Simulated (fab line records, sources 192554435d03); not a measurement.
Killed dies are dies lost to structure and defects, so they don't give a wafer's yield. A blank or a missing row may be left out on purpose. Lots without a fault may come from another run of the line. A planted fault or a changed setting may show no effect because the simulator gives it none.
A struck lot beside a sound one | flow n5_finfet | 41 steps out of a route of 1938
Sound: wafers L716.1, L716.2, L716.5. Struck: wafer L712.3. (L712.2 of the same lot was not struck and is left out.) The cause comes at the end.
At each step with rows: each side's tool, then ch and its chambers, then its first start. Under that, the readings that differ: sound wafers | struck wafers | difference of the means | sigmas: that difference in standard deviations of wafers without a fault.
alike: readings whose means differ by less than 2 such deviations, and words and numbers that are the same on both sides. not compared: withheld readings, readings that some wafer has no value for, bounds like >300 that may hide the same value, and numbers for which the record gives no deviation and whose values overlap.
The two part at a step that has a row with sigmas, a row that says differs or no value, or rows on one side only. Numbers that don't overlap but have no deviation are shown without sigmas and don't part them. A reading that every wafer of one side lacks parts them only if that side has two wafers or more.

first, 11 steps without rows for these wafers: N5_GATE_CUT_ETCHBACK_00 (etches W in SF6/Cl2); N5_GATE_CUT_ETCH_56 (etches TiN in Cl2/Ar, target depth 21.6 nm); N5_GATE_CUT_ETCHBACK_30 (etches TiN in Cl2/Ar, target depth 3 nm); N5_GATE_CUT_VAPOR_ETCH_60 (etches HfO2 in BCl3/Cl2); N5_GATE_CUT_ETCH_58 (etches SiNx in CH3F/O2, target depth 17 nm, time 128.6 s); N5_GATE_CUT_STRIP_59 (strips in N2/H2, time 20 s); N5_GATE_CUT_PRECLEAN_31 (cleans in DIW, time 300 s); N5_GATE_CUT_SRD_32 (time 30 s); N5_GATE_CUT_SAC_CAP_01 (material SiNx, target thk 24 nm, pulse time 1 s, ald cycles 480); N5_GATE_CUT_PECVD_57 (deposits SiNx from SiH4/NH3/N2, target thk 21 nm); N5_GATE_CUT_CMP_02 (polishes, stops on SiO2, t overpolish 12.7 s, target thk 0 nm).
N5_GATE_CUT_HM_DEP_46: deposits SiO2 from TEOS/O2, target thk 130 nm, time 26.6 s.
  sound on pecvd-03 ch 0,1,2, day 10 07:02; struck on pecvd-02 ch 0, day 9 05:01
  reading                                      | sound           | struck | difference | sigmas
  model.SiO2_of_GATE_CUT_HM_DEP_46.thk_nm (nm) | 130 130.2 132.2 | 142.6  | +11.8      |
  alike: heater_power_w, showerhead_plenum_p_Torr, throttle_valve_pct
then, 15 steps without rows for these wafers: N5_GATE_CUT_COAT_34 (time 60 s, resist thk 60 nm); N5_GATE_CUT_COAT_35 (time 60 s, resist thk 10 nm); N5_GATE_CUT_COAT_27 (time 60 s, resist thk 10 nm); N5_GATE_CUT_COAT_07 (resist thk 30 nm); N5_GATE_CUT_EBR_09; N5_GATE_CUT_SOFTBAKE_08 (time 60 s); N5_GATE_CUT_EXPOSE_10 (exposes mask GATE CUT, target cd 20 nm); N5_GATE_CUT_PEB_11 (peb time 60 s); N5_GATE_CUT_DEVELOP_12 (develop time 30 s); N5_GATE_CUT_DESCUM_18 (chemistry O2, time 7 s); N5_GATE_CUT_ETCH_28 (etches underlayer in N2/H2, target depth 13 nm, time 10.4 s); N5_GATE_CUT_ETCH_36 (etches SiARC in CF4, target depth 13 nm, time 21.7 s); N5_GATE_CUT_ETCH_37 (etches SOC in N2/H2, target depth 60 nm, overetch 12 nm, time 90 s); N5_GATE_CUT_STRIP_38 (strips in N2/H2); N5_GATE_CUT_STRIP_39 (strips in N2/H2).
N5_GATE_CUT_HM_OPEN_40: chemistry C4F6/O2, target SiO2, target depth 139 nm, time 85.1 s.
  sound on rie_diel-03 ch 1,2, day 10 07:47; struck on rie_diel-06 ch 0, day 9 05:46
  reading                                   | sound             | struck | difference | sigmas
  etch_rf_on_time_s (s)                     | 95.6 94.0 95.9    | 102.9  | +7.7       | +4
  throttle_valve_pct (%)                    | 21.01 20.47 20.46 | 21.20  | +0.55      | +3
  model.etch.depth_nm (nm)                  | 130 130.2 132.1   | 142.6  | +11.8      |
  model.SOC_of_GATE_CUT_COAT_34.thk_nm (nm) | 33 32.8 32.2      | 30.4   | -2.3       |
  alike: drypump_motor_current_A, oes_o_777_au, oes_product_au, rf_vpp_V, showerhead_plenum_p_Torr
  not compared: rf_hours_counter_h
then, 10 steps without rows for these wafers: N5_GATE_CUT_STRIP_41 (strips in CF4); N5_GATE_CUT_STRIP_42 (strips in O2); N5_GATE_CUT_ETCH_19 (etches SiNx in CH3F/O2, target depth 53.7 nm, time 76.7 s); N5_GATE_CUT_CUT_ETCH_53 (etches W in SF6/Cl2, target depth 79.2 nm); N5_GATE_CUT_CUT_ETCH_54 (etches TiN in Cl2/BCl3, target depth 96.7 nm); N5_GATE_CUT_CUT_ETCH_55 (etches HfO2 in BCl3, target depth 3.2 nm); N5_GATE_CUT_ETCH_47 (etches SiO2 in Cl2/BCl3, target depth 10 nm); N5_GATE_CUT_VAPOR_ETCH_48 (etches TiN in BCl3/Cl2); N5_GATE_CUT_VAPOR_ETCH_49 (etches TiAlC in BCl3/Cl2); N5_GATE_CUT_VAPOR_ETCH_51 (etches HfO2 in BCl3/Cl2).
N5_GATE_CUT_THK_MEAS_24:
  sound on film_metro-02, day 10 10:14; struck on film_metro-01, day 9 08:13
  reading          | sound             | struck | difference | sigmas
  GC_FILL_THK (nm) | 218.3 219.8 220.3 | 232.1  | +12.6      | +7
N5_GATE_CUT_CMP_43: polishes SiO2.
  sound on cmp-04 ch 0,2,3, day 10 10:26; struck on cmp-01 ch 3, day 9 08:25
  reading                                      | sound | struck | difference | sigmas
  model.SiO2_of_GATE_CUT_HM_DEP_46.thk_nm (nm) | 5 5 5 | 5.6    | +0.6       |
  alike: edge_zone_pressure_frac, motor_current_A, slurry_filter_dp_kPa
-- the record jumps here: 3 days lie between the struck wafers' starts before and after (it left off in module GATE_CUT and takes up again in module BEOL_M4, whose first step shown is number 1111 of the route) --
N5_BEOL_M4_RC_MEAS_101:
  sound on prober-02 ch 0, day 13 15:05; struck on prober-02 ch 0, day 12 10:14
  reading        | sound             | struck | difference | sigmas
  DIBL_N (mV/V)  | 37.1 38.6 36.7    | 33.8   | -3.7       | -2
  IOFF_N (nA/um) | 0.165 0.201 0.166 | 0.123  | -0.054     | -2
  SS_N (mV/dec)  | 71.3 71.6 71.4    | 70.4   | -1.0       | -2
  alike: DIBL_P, IOFF_P, ION_N, ION_P, SS_P, VT_N, VT_P

WHERE THEY PART
First at N5_GATE_CUT_HM_OPEN_40; last, within this record, at N5_BEOL_M4_RC_MEAS_101.

WHY: what the simulator had put in
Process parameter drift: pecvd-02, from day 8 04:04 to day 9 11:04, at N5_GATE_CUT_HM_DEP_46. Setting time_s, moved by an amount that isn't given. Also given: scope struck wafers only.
